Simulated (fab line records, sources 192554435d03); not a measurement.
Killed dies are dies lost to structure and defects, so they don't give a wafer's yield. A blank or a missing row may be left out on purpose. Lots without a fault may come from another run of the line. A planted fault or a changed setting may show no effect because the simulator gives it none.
Chamber matching | flow n5_finfet | N5_MIM_TOP_ALD_00 on ald_hk-03: 4 sister chambers
The step deposits Al2O3, purge time 3 s, co reactant pulse time 3 s. 7 wafers are shown with their chamber, then 7 later ones without.

WAFERS WITH THEIR CHAMBER
wafer  | chamber | precursor_pulse_height_rel
L083.5 | 0       | 1.005
L085.6 | 3       | 1.014
L090.1 | 2       | 0.978
L090.4 | 3       | 0.990
L090.6 | 2       | 1.029
L086.3 | 0       | 0.983
L086.4 | 1       | 1.008

WAFERS WITHOUT THEIR CHAMBER
wafer  | precursor_pulse_height_rel
L086.5 | 1.009
L093.1 | 0.987
L093.2 | 0.993
L093.4 | 1.020
L096.1 | 1.049
L096.2 | 0.965
L096.4 | 1.005

WHICH CHAMBER EACH WENT THROUGH
wafer  | from the rows above               | in truth
L086.5 | can't be placed: 1 or 2 or 3 or 0 | 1
L093.1 | can't be placed: 0 or 3 or 2 or 1 | 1
L093.2 | can't be placed: 0 or 3 or 2 or 1 | 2
L093.4 | can't be placed: 1 or 2 or 3 or 0 | 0
L096.1 | can't be placed: 1 or 2 or 3 or 0 | 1
L096.2 | can't be placed: 0 or 3 or 2 or 1 | 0
L096.4 | can't be placed: 2 or 3 or 1 or 0 | 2
Placed correctly: 0 of 7. Can't be placed from these rows: 7 (the true chamber is among the candidates in 7). Placed wrongly: 0.
How it was worked out, from the rows above alone: a wafer's distance from a chamber is the root of the sum, over the readings, of the square of ((its reading less the chamber's mean) divided by the reading's scatter). The wafer belongs to the nearest chamber; if the next one is less than 2 further off, it can't be placed. A chamber's mean is the mean of its shown wafers. The scatter: the root of (the sum of the squares of (reading less its chamber's mean) over the shown wafers, divided by (wafers less chambers)).
